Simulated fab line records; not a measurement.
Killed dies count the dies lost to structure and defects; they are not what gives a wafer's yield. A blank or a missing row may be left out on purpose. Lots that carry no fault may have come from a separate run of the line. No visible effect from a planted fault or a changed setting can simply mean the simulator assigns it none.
fab line records    flow n5-finfet
record: lots: 7  wafers: 39
route steps=1938 shown FIN_SAQP@98 STI_FIN_REVEAL@183 BEOL_M0_SAQP@672 BEOL_M2@901
start-h: hours from the record's opening day to when the first of the lot's shown wafers began    wait-h: time in hours since the lot's previous step    " as in the row above    L1.1+2: a row that stands for several wafers    - value missing, or start not given    * or withheld: withheld    < > ~ a bound
route shown NAME@n: names a module that has steps shown in the file, with the first one's number in the route    usual: the fault-free wafers' mean and standard deviation    same: alike in all rows    chamber/n: place in a boat    sites: per-site readings    _std_site: how widely they spread, as a standard deviation    _edge_site: the outer-site mean with the inner-site mean subtracted    radius-mm: for every site, how far away it sits from the centre of the wafer    mask NAME#n: copy n    behind: tool/chamber where the wafer was last shaped    hold: cause of the lot's hold/its duration in hours/its outcome    device: the n, p or np transistor that did not switch    end of line: the same wafers' tests at the end of the route    a step with no rows: only its recipe    killed: not the wafer's yield, but the dies lost to structure and defects at the first sort    map: dies across one wafer; x = killed, . = not, _ = none there
set.NAME: setting as actually run; set.NAME@STEP: the setting as run at that earlier step    model.NAME: the simulator's own value behind a step, which no gauge read
one table per step and one row per wafer, for lots whose settings were changed on purpose
== steps ==
step: N5_FIN_SAQP_PECVD_47
recipe: material: a-Si  target-thk-a: 450  temp-c: 400  precursor: SiH4/He  pressure-torr: 3  rf-w: 100  time-s: 36.3
lot.wafer  tool      chamber  start-h  wait-h  set.time-s  model.a-Si_of_FIN_SAQP_PECVD_47.thk-nm
L082.1     pecvd-03  1        70.27    0.0     36.3        44.4
L082.2     "         2        "        "       25.33       31.85
L082.3     "         0        "        "       25.33       31.57
L082.4     "         1        "        "       36.3        45.49
L082.5     "         0        "        "       25.33       31.63
L082.6     "         2        "        "       36.3        46
L083.1     pecvd-03  2        74.88    0.0     36.3        45.17
L083.2     "         1        "        "       53.18       65.62
L083.3     "         0        "        "       53.18       65.94
L083.4     "         1        "        "       53.18       66.84
L083.5     "         0        "        "       36.3        44.97
L083.6     "         2        "        "       36.3        45.81
L093.1     pecvd-02  1        135.70   0.0     36.3        45.4
L093.2     "         0        "        "       36.3        44.62
L093.3     "         2        "        "       36.3        44.81
L093.4     "         1        "        "       36.3        45.74
L093.5     "         2        "        "       36.3        45.44
L093.6     "         0        "        "       36.3        45.18
L094.1     pecvd-02  1        141.31   0.0     36.3        44.74
L094.2     "         2        "        "       53.16       65.44
L094.3     "         0        "        "       53.16       65.57
L094.4     "         1        "        "       53.16       66.99
L094.5     "         0        "        "       36.3        44.55
L094.6     "         2        "        "       36.3        45.28
L095.2     pecvd-02  2        147.30   0.0     36.3        44.41
L095.3     "         0        "        "       36.3        43.57
L095.4     "         0        "        "       36.3        44.6
L096.1     pecvd-03  2        153.78   0.0     22.8        28.16
L096.2     "         0        "        "       22.8        27.92
L096.3     "         1        "        "       22.8        27.63
L096.4     "         1        "        "       36.3        45.17
L096.5     "         2        "        "       36.3        45.9
L096.6     "         0        "        "       36.3        45.1
L097.1     pecvd-03  1        158.46   0.0     48.59       59.91
L097.2     "         2        "        "       36.3        44.37
L097.3     "         0        "        "       36.3        44.32
L097.4     "         2        "        "       48.59       61.26
L097.5     "         0        "        "       48.59       61.27
L097.6     "         1        "        "       36.3        45.03
step: N5_FIN_SAQP_PECVD_48
recipe: material: SiNx  target-thk-a: 250  temp-c: 400  precursor: SiH4/NH3/N2  pressure-torr: 1.5  rf-w: 300  time-s: 22.1
step: N5_FIN_SAQP_PECVD_06
recipe: material: a-Si  target-thk-a: 600  temp-c: 400  precursor: SiH4/He  pressure-torr: 3  rf-w: 100  time-s: 48.1
step: N5_FIN_SAQP_ETCH_57
recipe: chemistry: CH3F/O2  target: SiNx  mask-material: SiO2  target-depth-a: 325  time-s: 46.4  pressure-mtorr: 30  source-w: 395  bias-w: 73  Ar_flow_sccm: 150  CH3F_flow_sccm: 30  O2_flow_sccm: 20  ion-energy-ev: 120  ends: cleared
step: N5_FIN_SAQP_ETCH_65
recipe: chemistry: CF4  target: SiO2  target-depth-a: 40  ion-energy-ev: 350  time-s: 4.4  pressure-mtorr: 10  icp-w: 800  bias-w: 400  cf4-flow-sccm: 80
step: N5_FIN_SAQP_MANDREL_ETCH_58
recipe: chemistry: HBr/Cl2  target: a-Si  target-depth-a: 450  bt-time-s: 10  stop-on: SiNx  mask-material: SiO2  over-etch-frac: 0.8  time-s: 27  pressure-mtorr: 10  icp-w: 800  bias-w: 75  HBr_flow_sccm: 150  Cl2_flow_sccm: 80  ends: end-point
usual: oes-product-au: 0.693/0.014
lot.wafer  tool       chamber  start-h  wait-h  set.time-s@FIN_SAQP_PECVD_47  oes-product-au  model.etch.depth-nm
L082.1     rie-si-05  2        73.67    0.0     36.3                          0.671           44.4
L082.2     "          0        "        "       25.33                         0.588           31.85
L082.3     "          3        "        "       25.33                         0.583           31.57
L082.4     "          1        "        "       36.3                          0.692           45.49
L082.5     "          3        "        "       25.33                         0.587           31.63
L082.6     "          0        "        "       36.3                          0.708           46
L083.1     rie-si-01  2        79.05    0.0     36.3                          0.713           45.17
L083.2     "          1        "        "       53.18                         0.850           65.62
L083.3     "          3        "        "       53.18                         0.861           65.94
L083.4     "          0        "        "       53.18                         0.898           66.84
L083.5     "          2        "        "       36.3                          0.703           44.97
L083.6     "          1        "        "       36.3                          0.683           45.81
L093.1     rie-si-01  3        138.66   0.0     36.3                          0.690           45.4
L093.2     "          1        "        "       36.3                          0.675           44.62
L093.3     "          2        "        "       36.3                          0.703           44.81
L093.4     "          0        "        "       36.3                          0.719           45.74
L093.5     "          2        "        "       36.3                          0.711           45.44
L093.6     "          1        "        "       36.3                          0.676           45.18
L094.1     rie-si-05  3        144.74   0.0     36.3                          0.689           44.74
L094.2     "          2        "        "       53.16                         0.847           65.44
L094.3     "          0        "        "       53.16                         0.869           65.57
L094.4     "          1        "        "       53.16                         0.871           66.99
L094.5     "          0        "        "       36.3                          0.691           44.55
L094.6     "          1        "        "       36.3                          0.696           45.28
L095.2     rie-si-05  2        150.52   0.0     36.3                          0.668           44.41
L095.3     "          0        "        "       36.3                          0.682           43.57
L095.4     "          1        "        "       36.3                          0.684           44.6
L096.1     rie-si-05  3        156.73   0.0     22.8                          0.545           28.16
L096.2     "          0        "        "       22.8                          0.557           27.92
L096.3     "          1        "        "       22.8                          0.540           27.63
L096.4     "          2        "        "       36.3                          0.687           45.17
L096.5     "          0        "        "       36.3                          0.706           45.9
L096.6     "          3        "        "       36.3                          0.690           45.1
L097.1     rie-si-04  0        161.57   0.0     48.59                         0.843           59.91
L097.2     "          1        "        "       36.3                          0.707           44.37
L097.3     "          2        "        "       36.3                          0.705           44.32
L097.4     "          3        "        "       48.59                         0.836           61.26
L097.5     "          2        "        "       48.59                         0.853           61.27
L097.6     "          1        "        "       36.3                          0.707           45.03
step: N5_STI_FIN_REVEAL_ALD_00
recipe: material: SiO2  target-thk-a: 10  temp-c: 300  ald-precursor-family: BDEAS  ald-co-reactant: O2-plasma  pulse-time-s: 1  pressure-torr: 2
lot.wafer         tool        chamber      start-h  wait-h  set.target-thk-a  model.SiO2_of_STI_FIN_REVEAL_ALD_00.thk-nm
L082.1+5+6        ald-sin-04  3,3,2        77.28    0.1     10                1
L082.2+3+4        "           0,1,2        "        "       4.684             0.4
L083.1+2+3+4+5+6  ald-sin-02  3,0,1,1,0,3  84.18    0.5     10                1
L093.1+4+5        ald-sin-03  3,2,1        142.68   0.0     10                1
L093.2+3+6        "           1,0,0        "        "       5.708             0.6
L094.1+3+5        ald-sin-02  2,3,1        153.83   0.0     8.059             0.8
L094.2+4+6        "           0,1,0        "        "       10                1
L095.2+3+4        ald-sin-02  1,3,2        154.18   0.0     10                1
L096.1+2+3+4+5+6  ald-sin-04  0,3,2,1,2,1  160.38   0.2     10                1
L097.1+5+6        ald-sin-03  3,1,0        165.16   0.0     12.07             1.2
L097.2+3+4        "           0,1,2        "        "       10                1
step: N5_BEOL_M0_SAQP_ETCH_106
recipe: chemistry: N2/H2  target: SOC  target-depth-a: 1500  stop-on: SiNx  ion-energy-ev: 100  bias-w: 61  pressure-mtorr: 30  source-w: 850  n2-flow-sccm: 200  h2-flow-sccm: 200
lot.wafer   tool         chamber  start-h  wait-h  set.target-depth-a  model.SOC_of_BEOL_M0_SAQP_COAT_105.thk-nm
L082.1      rie-diel-03  3        156.01   -       903.2               53.4
L082.2+6    "            1,2      "        "       903.2               53.8
L082.3      "            0        "        "       1500                23.8
L082.4      "            2        "        "       1500                24.4
L082.5      "            3        "        "       1500                23.2
L083.1+4+5  rie-diel-05  1,2,0    164.10   -       2363                0
L083.2      "            0        "        "       1500                23.2
L083.3      "            3        "        "       1500                24.2
L083.6      "            1        "        "       1500                25.4
L093.1      rie-diel-05  3        222.26   -       1500                24
L093.2      "            0        "        "       840.3               57
L093.3      "            2        "        "       1500                22.2
L093.4      "            0        "        "       1500                23.4
L093.5      "            3        "        "       840.3               57.8
L093.6      "            2        "        "       840.3               56.4
L095.2      rie-diel-03  2        235.35   -       1500                24
L095.3      "            0        "        "       1500                25
L095.4      "            1        "        "       1500                24.8
L094.1+4+6  rie-diel-04  1,3,0    239.41   -       2129                0
L094.2      "            0        "        "       1500                23.8
L094.3      "            2        "        "       1500                26.4
L094.5      "            1        "        "       1500                26.2
L096.1+3+4  rie-diel-03  1,2,0    243.49   -       1500                23.8
L096.2      "            3        "        "       779.2               59.2
L096.5      "            0        "        "       779.2               60.2
L096.6      "            1        "        "       779.2               60.4
L097.1      rie-diel-03  1        245.84   -       1500                25
L097.2      "            3        "        "       1500                22.4
L097.3+6    "            0,1      "        "       883.3               55.8
L097.4      "            2        "        "       1500                24.4
L097.5      "            2        "        "       883.3               55.6
step: N5_BEOL_M0_SAQP_ETCH_107
recipe: chemistry: CH3F/O2  target: SiNx  target-depth-a: 300  mask-material: SOC  pressure-mtorr: 30  source-w: 395  bias-w: 73  Ar_flow_sccm: 150  CH3F_flow_sccm: 30  O2_flow_sccm: 20  ion-energy-ev: 120
lot.wafer   tool         chamber  start-h  wait-h  set.target-depth-a@BEOL_M0_SAQP_ETCH_106  model.SOC_of_BEOL_M0_SAQP_COAT_105.thk-nm
L082.1      rie-diel-03  3        156.07   0.0     903.2                                     42.4
L082.2      "            1        "        "       903.2                                     42.6
L082.3      "            0        "        "       1500                                      12.8
L082.4      "            2        "        "       1500                                      13.4
L082.5      "            3        "        "       1500                                      12.2
L082.6      "            2        "        "       903.2                                     42.8
L083.1+4+5  rie-diel-05  1,2,0    164.16   0.0     2363                                      0
L083.2      "            0        "        "       1500                                      12.2
L083.3      "            3        "        "       1500                                      13.4
L083.6      "            1        "        "       1500                                      14.6
L093.1      rie-diel-05  3        222.32   0.0     1500                                      13.2
L093.2      "            0        "        "       840.3                                     46.2
L093.3      "            2        "        "       1500                                      11.2
L093.4      "            0        "        "       1500                                      12.8
L093.5      "            3        "        "       840.3                                     46.8
L093.6      "            2        "        "       840.3                                     45.2
L095.2      rie-diel-03  2        235.41   0.0     1500                                      13
L095.3      "            0        "        "       1500                                      14.2
L095.4      "            1        "        "       1500                                      13.8
L094.1+4+6  rie-diel-04  1,3,0    239.47   0.0     2129                                      0
L094.2      "            0        "        "       1500                                      12.8
L094.3      "            2        "        "       1500                                      15.6
L094.5      "            1        "        "       1500                                      15.2
L096.1+3    rie-diel-03  1,2      243.55   0.0     1500                                      13
L096.2      "            3        "        "       779.2                                     48
L096.4      "            0        "        "       1500                                      12.8
L096.5+6    "            0,1      "        "       779.2                                     49.4
L097.1      rie-diel-03  1        245.90   0.0     1500                                      14.2
L097.2      "            3        "        "       1500                                      11.4
L097.3+5    "            0,2      "        "       883.3                                     44.8
L097.4      "            2        "        "       1500                                      13.6
L097.6      "            1        "        "       883.3                                     45
step: N5_BEOL_M2_ALD_84
recipe: material: TaN  target-thk-a: *  temp-c: 275  ald-precursor-family: PDMAT  ald-co-reactant: NH3  pressure-torr: 3  carrier-flow-sccm: 1500  pulse-time-s: 2  purge-time-s: 3  co-reactant-purge-time-s: 2  co-reactant-pulse-time-s: 3  ald-cycles: 30  precursor-vessel-temp-c: 75  precursor-vessel-pressure-torr: 26.25  precursor-vessel-carrier-sccm: 1000
lot.wafer     tool          chamber  start-h  wait-h  set.ald-cycles  model.TaN_of_BEOL_M2_ALD_84.thk-nm
L083.1        ald-metal-02  0        184.98   0.0     30              *
L083.2+6      "             3        "        "       30              *
L083.3+4+5    "             2,1,0    "        "       19              *
L082.1+3+5    ald-metal-01  3,1,3    185.24   0.0     30              *
L082.2+4+6    "             2,2,1    "        "       25              *
L093.1+2+4    ald-metal-01  0,2,1    256.03   0.1     20              *
L093.3+5+6    "             3,0,1    "        "       30              *
L095.2        ald-metal-01  3        262.50   0.0     30              *
L095.3+4      "             2,0      "        "       30              *
L094.1+3+5+6  ald-metal-02  0,1,2,1  265.65   0.1     30              *
L094.2+4      "             2,3      "        "       30              *
L096.1+3+6    ald-metal-02  3,1,1    269.22   0.2     23              *
L096.2        "             0        "        "       30              *
L096.4+5      "             2        "        "       30              *
L097.1+6      ald-metal-02  1,0      272.36   0.1     30              *
L097.2        "             3        "        "       30              *
L097.3+4      "             0,2      "        "       38              *
L097.5        "             3        "        "       38              *
== key ==
split: step: N5_FIN_SAQP_PECVD_47  setting: time-s  stated: 36.3  by: wafer
response: step: N5_FIN_SAQP_PECVD_47  reading: model.a-Si_of_FIN_SAQP_PECVD_47.thk-nm  change: +0.459  per: 1%  r: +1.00
response: step: N5_FIN_SAQP_MANDREL_ETCH_58  reading: oes-product-au  change: +0.00375  per: 1%  r: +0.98
response: step: N5_FIN_SAQP_MANDREL_ETCH_58  reading: model.etch.depth-nm  change: +0.459  per: 1%  r: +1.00
split: step: N5_STI_FIN_REVEAL_ALD_00  setting: target-thk-a  stated: 10  by: wafer
response: step: N5_STI_FIN_REVEAL_ALD_00  reading: model.SiO2_of_STI_FIN_REVEAL_ALD_00.thk-nm  change: +0.0104  per: 1%  r: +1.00
split: step: N5_BEOL_M0_SAQP_ETCH_106  setting: target-depth-a  stated: 1500  by: wafer
response: step: N5_BEOL_M0_SAQP_ETCH_106  reading: model.SOC_of_BEOL_M0_SAQP_COAT_105.thk-nm  change: -0.65  per: 1%  r: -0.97
response: step: N5_BEOL_M0_SAQP_ETCH_107  reading: model.SOC_of_BEOL_M0_SAQP_COAT_105.thk-nm  shape: bent  at-lowest: 48.93  at-stated: 13.26  at-highest: 0
split: step: N5_BEOL_M2_ALD_84  setting: ald-cycles  stated: 30  by: wafer
response: step: N5_BEOL_M2_ALD_84  reading: model.TaN_of_BEOL_M2_ALD_84.thk-nm  change: *  per: 1%  r: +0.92
